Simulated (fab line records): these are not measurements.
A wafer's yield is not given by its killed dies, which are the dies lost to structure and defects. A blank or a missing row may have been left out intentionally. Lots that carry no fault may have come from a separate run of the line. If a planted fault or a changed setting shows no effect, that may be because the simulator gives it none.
Chamber matching || flow n5 finfet || 4 sister chambers for N5_PMOS_HMC_CHANNEL_EPI_DESCUM_14 on rie diel-06
The step chemistry O2, time 7.9 s. 14 wafers are shown with their chamber, then 7 later ones without.

## WAFERS PAIRED WITH THEIR CHAMBERS
{"wafer": "L075.3", "chamber": 3, "drypump motor current A (A)": 5.9, "showerhead plenum p Torr (Torr)": 1.94, "throttle valve pct (%)": 19.99}
{"wafer": "L075.4", "chamber": 0, "drypump motor current A (A)": 5.6, "showerhead plenum p Torr (Torr)": 2.13, "throttle valve pct (%)": 20.21}
{"wafer": "L075.6", "chamber": 2, "drypump motor current A (A)": 5.4, "showerhead plenum p Torr (Torr)": 2.25, "throttle valve pct (%)": 20.38}
{"wafer": "L079.1", "chamber": 0, "drypump motor current A (A)": 5.7, "showerhead plenum p Torr (Torr)": 2.13, "throttle valve pct (%)": 20.21}
{"wafer": "L079.2", "chamber": 3, "drypump motor current A (A)": 5.9, "showerhead plenum p Torr (Torr)": 1.94, "throttle valve pct (%)": 20.01}
{"wafer": "L079.6", "chamber": 1, "drypump motor current A (A)": 4.7, "showerhead plenum p Torr (Torr)": 2.08, "throttle valve pct (%)": 20.42}
{"wafer": "L088.1", "chamber": 0, "drypump motor current A (A)": 5.7, "showerhead plenum p Torr (Torr)": 2.12, "throttle valve pct (%)": 20.25}
{"wafer": "L088.3", "chamber": 3, "drypump motor current A (A)": 5.9, "showerhead plenum p Torr (Torr)": 1.93, "throttle valve pct (%)": 20.03}
{"wafer": "L088.6", "chamber": 1, "drypump motor current A (A)": 4.7, "showerhead plenum p Torr (Torr)": 2.08, "throttle valve pct (%)": 20.47}
{"wafer": "L090.4", "chamber": 1, "drypump motor current A (A)": 4.7, "showerhead plenum p Torr (Torr)": 2.07, "throttle valve pct (%)": 20.47}
{"wafer": "L090.5", "chamber": 3, "drypump motor current A (A)": 5.9, "showerhead plenum p Torr (Torr)": 1.93, "throttle valve pct (%)": 20.04}
{"wafer": "L090.6", "chamber": 2, "drypump motor current A (A)": 5.4, "showerhead plenum p Torr (Torr)": 2.24, "throttle valve pct (%)": 20.41}
{"wafer": "L091.2", "chamber": 1, "drypump motor current A (A)": 4.7, "showerhead plenum p Torr (Torr)": 2.07, "throttle valve pct (%)": 20.47}
{"wafer": "L091.3", "chamber": 2, "drypump motor current A (A)": 5.4, "showerhead plenum p Torr (Torr)": 2.24, "throttle valve pct (%)": 20.44}

SIGNATURES (means of the wafers above)
{"reading": "drypump motor current A", "chamber 0": 5.667, "chamber 1": 4.700, "chamber 2": 5.400, "chamber 3": 5.900, "scatter within a chamber": 0.0258}
{"reading": "showerhead plenum p Torr", "chamber 0": 2.1267, "chamber 1": 2.0750, "chamber 2": 2.2433, "chamber 3": 1.9350, "scatter within a chamber": 0.00577}
{"reading": "throttle valve pct", "chamber 0": 20.2233, "chamber 1": 20.4575, "chamber 2": 20.4100, "chamber 3": 20.0175, "scatter within a chamber": 0.0249}
Rule: a wafer lies at a distance from a chamber equal to the root of the sum of squares, over the readings, of (its reading less the chamber's mean, divided by the reading's scatter). The wafer belongs to the nearest chamber; if the next one is less than 2 further off, it can't be placed. The scatter is the square root of a quotient: the sum, over the shown wafers, of each reading's squared deviation from its chamber's mean, divided by wafers minus chambers.

## WAFERS MISSING THEIR CHAMBER
{"wafer": "L091.5", "drypump motor current A (A)": 4.7, "showerhead plenum p Torr (Torr)": 2.07, "throttle valve pct (%)": 20.47}
{"wafer": "L096.2", "drypump motor current A (A)": 5.4, "showerhead plenum p Torr (Torr)": 2.23, "throttle valve pct (%)": 20.44}
{"wafer": "L096.4", "drypump motor current A (A)": 5.9, "showerhead plenum p Torr (Torr)": 1.93, "throttle valve pct (%)": 20.07}
{"wafer": "L096.6", "drypump motor current A (A)": 4.7, "showerhead plenum p Torr (Torr)": 2.07, "throttle valve pct (%)": 20.52}
{"wafer": "L097.2", "drypump motor current A (A)": 5.4, "showerhead plenum p Torr (Torr)": 2.23, "throttle valve pct (%)": 20.44}
{"wafer": "L097.3", "drypump motor current A (A)": 5.7, "showerhead plenum p Torr (Torr)": 2.12, "throttle valve pct (%)": 20.03}
{"wafer": "L097.4", "drypump motor current A (A)": 5.9, "showerhead plenum p Torr (Torr)": 1.93, "throttle valve pct (%)": 20.07}

## EACH ONE'S CHAMBER
{"wafer": "L091.5", "from the rows above": 1, "in truth": 1}
{"wafer": "L096.2", "from the rows above": 2, "in truth": 2}
{"wafer": "L096.4", "from the rows above": 3, "in truth": 3}
{"wafer": "L096.6", "from the rows above": 1, "in truth": 1}
{"wafer": "L097.2", "from the rows above": 2, "in truth": 2}
{"wafer": "L097.3", "from the rows above": 0, "in truth": 0}
{"wafer": "L097.4", "from the rows above": 3, "in truth": 3}
7 of 7 placed correctly. Can't be placed from these rows: 0. Number placed wrongly: 0.
